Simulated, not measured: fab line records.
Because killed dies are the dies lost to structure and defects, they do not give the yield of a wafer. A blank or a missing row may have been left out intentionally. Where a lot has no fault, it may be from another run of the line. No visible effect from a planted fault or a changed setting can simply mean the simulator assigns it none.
Struck lot and sound lot, side by side | flow n5_finfet | 14 out of 1938 route steps
Sound: the wafers L258.2, L258.4, L258.5. Wafers L260.1, L260.2, L260.5 were the ones struck. The cause is given at the end.
Order at every step that has rows: each side's tool, ch and its chambers, its first start. Under that, the readings that differ: sound wafers | struck wafers | difference of the means | sigmas: that difference in standard deviations of wafers without a fault.
alike: a reading whose means differ by less than 2 such deviations, as well as words and numbers matching on both sides. not compared: withheld readings; readings where some wafer has no value; bounds like >300 that might hide an equal value; numbers whose values overlap and for which the record gives no deviation.
The two part at a step that has a row with sigmas, a row that says differs or no value, or rows on one side only. Numbers that don't overlap but have no deviation are shown without sigmas and don't part them. Lack of a reading on every wafer of one side parts them only where that side has two or more wafers.

N5_BEOL_M0_SAQP_HM_DEP_02: deposits TiN, target thk 12 nm.
  sound on pvd_sputter-02 at day 7 00:24; struck on pvd_sputter-02 at day 7 13:21
  alike: chamber_pressure_pa, susceptor_temp_C, throttle_valve_pct
N5_BEOL_M0_SAQP_PECVD_03: deposits SiCN from 3MS/NH3, target thk 12 nm, time 21.1 s.
  sound on pecvd-03 ch 0,1, day 7 00:31; struck on pecvd-02 ch 0,1, day 7 13:28
  alike: chamber_pressure_Torr, showerhead_plenum_p_Torr, throttle_valve_pct
N5_BEOL_M0_SAQP_PECVD_96: deposits a-Si from SiH4/He, target thk 45 nm, time 45.2 s.
  sound on pecvd-03 ch 0,1, day 7 00:33; struck on pecvd-02 ch 0,1, day 7 13:30
  alike: chamber_pressure_Torr, heater_power_w, showerhead_plenum_p_Torr, susceptor_temp_C, throttle_valve_pct
N5_BEOL_M0_SAQP_PECVD_97: deposits SiNx from SiH4/NH3/N2, target thk 23 nm, time 19.9 s.
  sound on pecvd-03 ch 0,1, day 7 00:36; struck on pecvd-02 ch 0,1, day 7 13:32
  alike: chamber_pressure_Torr, heater_power_w, showerhead_plenum_p_Torr, susceptor_temp_C, throttle_valve_pct
then, 1 step without rows for these wafers: N5_BEOL_M0_SAQP_PECVD_04 (deposits a-Si from SiH4/He, target thk 60 nm, time 60.2 s).
N5_BEOL_M0_SAQP_THK_MEAS_05:
  sound on film_metro-02 at day 7 00:44; struck on film_metro-01 at day 7 13:41
  alike: thk_nm
N5_BEOL_M0_SAQP_HM_DEP_111: deposits SiO2 from SiH4/N2O, target thk 12 nm, time 7.2 s.
  sound on pecvd-02 ch 0,1, day 7 00:46; struck on pecvd-02 ch 0,1, day 7 13:43
  alike: chamber_pressure_Torr, heater_power_w, showerhead_plenum_p_Torr, susceptor_temp_C
then, 5 steps without rows for these wafers: N5_BEOL_M0_SAQP_COAT_81 (time 60 s, resist thk 100 nm); N5_BEOL_M0_SAQP_COAT_82 (time 60 s, resist thk 30 nm); N5_BEOL_M0_SAQP_COAT_08 (resist thk 90 nm); N5_BEOL_M0_SAQP_EBR_10; N5_BEOL_M0_SAQP_SOFTBAKE_09 (time 60 s).
N5_BEOL_M0_SAQP_EXPOSE_11: exposes mask M0 CORE, target cd 42 nm.
  sound on arfi_scanner-01 ch 0, day 7 01:06; struck on arfi_scanner-02, day 7 13:55
  no value came back on the struck wafers for dipole_opening_deg (degrees), exposure_dose_mJ_cm2, stage_vel_mm_s (mm/s); on the sound wafers dipole_opening_deg (degrees) reads 40 40 40
  alike: mask
then, 1 step without rows for these wafers: N5_BEOL_M0_SAQP_PEB_12 (peb time 60 s).

== WHERE THEY PART ==
Only at N5_BEOL_M0_SAQP_EXPOSE_11, as far as this record shows.

WHY: what had been put in by the simulator
Whole step skipped at N5_BEOL_M0_SAQP_EXPOSE_11 on arfi_scanner-02, starting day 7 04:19. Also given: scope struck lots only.
